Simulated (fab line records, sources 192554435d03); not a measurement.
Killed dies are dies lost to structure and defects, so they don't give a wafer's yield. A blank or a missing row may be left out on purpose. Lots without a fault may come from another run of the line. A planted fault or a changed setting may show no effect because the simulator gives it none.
Chamber matching | flow n5_finfet | N5_DUMMY_GATE_ETCH_37 on rie_diel-06: 4 sister chambers
The step etches SOC in N2/H2, target depth 60 nm, overetch 30 nm. 8 wafers are shown with their chamber, then 10 later ones without.

WAFERS WITH THEIR CHAMBER
wafer  | chamber | drypump_motor_current_A (A) | showerhead_plenum_p_Torr (Torr)
L081.4 | 0       | 6.4                         | 2.63
L083.1 | 3       | 5.2                         | 2.59
L083.5 | 3       | 5.2                         | 2.59
L088.3 | 0       | 6.5                         | 2.62
L088.5 | 2       | 6.4                         | 2.45
L088.6 | 1       | 5.2                         | 2.61
L089.2 | 2       | 6.4                         | 2.45
L089.4 | 1       | 5.2                         | 2.61

WAFERS WITHOUT THEIR CHAMBER
wafer  | drypump_motor_current_A (A) | showerhead_plenum_p_Torr (Torr)
L089.5 | 5.2                         | 2.59
L093.3 | 5.2                         | 2.61
L093.5 | 5.2                         | 2.61
L093.6 | 6.4                         | 2.62
L095.1 | 6.4                         | 2.44
L095.4 | 5.2                         | 2.61
L095.6 | 5.2                         | 2.61
L094.1 | 6.4                         | 2.62
L094.2 | 5.2                         | 2.61
L094.6 | 5.2                         | 2.61

WHICH CHAMBER EACH WENT THROUGH
wafer  | from the rows above | in truth
L089.5 | 3                   | 3
L093.3 | 1                   | 1
L093.5 | 1                   | 1
L093.6 | 0                   | 0
L095.1 | 2                   | 2
L095.4 | 1                   | 1
L095.6 | 1                   | 1
L094.1 | 0                   | 0
L094.2 | 1                   | 1
L094.6 | 1                   | 1
Placed correctly: 10 of 10. Can't be placed from these rows: 0. Placed wrongly: 0.
How it was worked out, from the rows above alone: a wafer's distance from a chamber is the root of the sum, over the readings, of the square of ((its reading less the chamber's mean) divided by the reading's scatter). The wafer belongs to the nearest chamber; if the next one is less than 2 further off, it can't be placed. A chamber's mean is the mean of its shown wafers. The scatter: the root of (the sum of the squares of (reading less its chamber's mean) over the shown wafers, divided by (wafers less chambers)).
